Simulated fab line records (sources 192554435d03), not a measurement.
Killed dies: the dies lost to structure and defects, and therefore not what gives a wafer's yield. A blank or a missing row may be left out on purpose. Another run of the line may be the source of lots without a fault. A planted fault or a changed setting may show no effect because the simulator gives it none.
Problem report in the 8D (eight disciplines) form, filled by code    flow n5 finfet    the parts of the form that need people (team, actions taken, sign-off) are left out

== 1. WHAT WENT WRONG ==
Wafers free of any fault read 836 nm (standard deviation 10) for M13_ILD_THK at N5_BEOL_M13_THK_MEAS_01, against a mean of 685 nm on 4 wafers of 2 lots. That puts it -15 standard deviations away from the usual mean.
First seen on wafer L595.4, day 13 15:47, on film metro-02. At this step, 27 wafers from 9 lots have a number in the record. Rule for "out", or "out of limits": more than 4 standard deviations from the usual mean. All remaining wafers that have a number are taken as sound.

== 2. WHAT THIS IS AND IS NOT ==
question                     is                              is not
which readings at this step  M13_ILD_THK                     -
which lots                   L595, L597                      L589, L590, L602, L605, L606, L607, L608
which wafers of those lots   L595.4, L595.6, L597.1, L597.4  L595.3, L597.3
read on which gauges         film metro-02                   film metro-01
when                         from day 13 15:47               up to then (7 sound wafers); but 16 sound wafers of L597, L602, L605, L606, L607, L608 came after

== 3. WHAT RULES OUT EACH SUSPECT ==
Counting: any tool at a process step up to the reading remains a suspect provided it ran every lot that is out. Sound lots after the first of them don't rule it out here, since some wafers of a struck lot are sound.
- ruled out: the gauge at N5_BEOL_M13_THK_MEAS_01. All the wafers that are out were read on film metro-02, but those of them that N5_BEOL_M13_STRIP_63 has rows for are out there too, on other tools.
- pecvd-04 at N5_BEOL_M13_ILD_DEP_00 (deposits SiOC from DEMS/O2, target thk 837.92 nm, time 166.4 s): kept. Every lot that is out went through it, the first being L595 (day 13 15:38); the last sound lot it ran before that was L589 (day 11 22:40).
- Within pecvd-04 at N5_BEOL_M13_ILD_DEP_00: the wafers that are out ran in chambers 1, 2; their sound lot-mates ran in chamber 0.
Left after counting: pecvd-04 at N5_BEOL_M13_ILD_DEP_00.

== 4. THE CAUSE (what the simulator had put in) ==
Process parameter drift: pecvd-04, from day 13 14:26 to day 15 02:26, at N5_BEOL_M13_ILD_DEP_00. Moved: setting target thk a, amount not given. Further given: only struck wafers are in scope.
This tool alone remained once counting was done.

== 5. SEQUENCE OF EFFECTS, ordered by route ==
Each row: a reading where the mean over the struck wafers with a number is more than 3 standard deviations away from the usual. Readings are gone through only where the record gives a usual standard deviation; hours: the median, over the lots, of the time from a lot's start at the first step in this table giving one to that lot's start at this step; sigmas: the change measured in usual standard deviations.
hours  step                     reading                   usual   on struck wafers  change  sigmas
0      N5_BEOL_M13_THK_MEAS_01  M13_ILD_THK               836 nm  685               -151    -15
1      N5_BEOL_M13_STRIP_63     strip time to endpoint s  28.1 s  40.8              +12.7   +13
Here are the process steps it includes:
- N5_BEOL_M13_STRIP_63: strips in N2/H2.

== 6. WHAT WOULD HAVE CAUGHT IT SOONER ==
In this record the first reading out of limits at a measuring or inspecting step was taken at day 13 15:47, 1 hour after the fault began at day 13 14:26.
No tool reading at N5_BEOL_M13_ILD_DEP_00 that has a usual standard deviation in the record was out on any struck wafer, so an alarm limit of 4 standard deviations on those readings would not have fired.
Among the 2 lots that are out, L597 began N5_BEOL_M13_ILD_DEP_00 on pecvd-04 after day 13 15:47. A tool hold placed at that time would have kept it from harm.
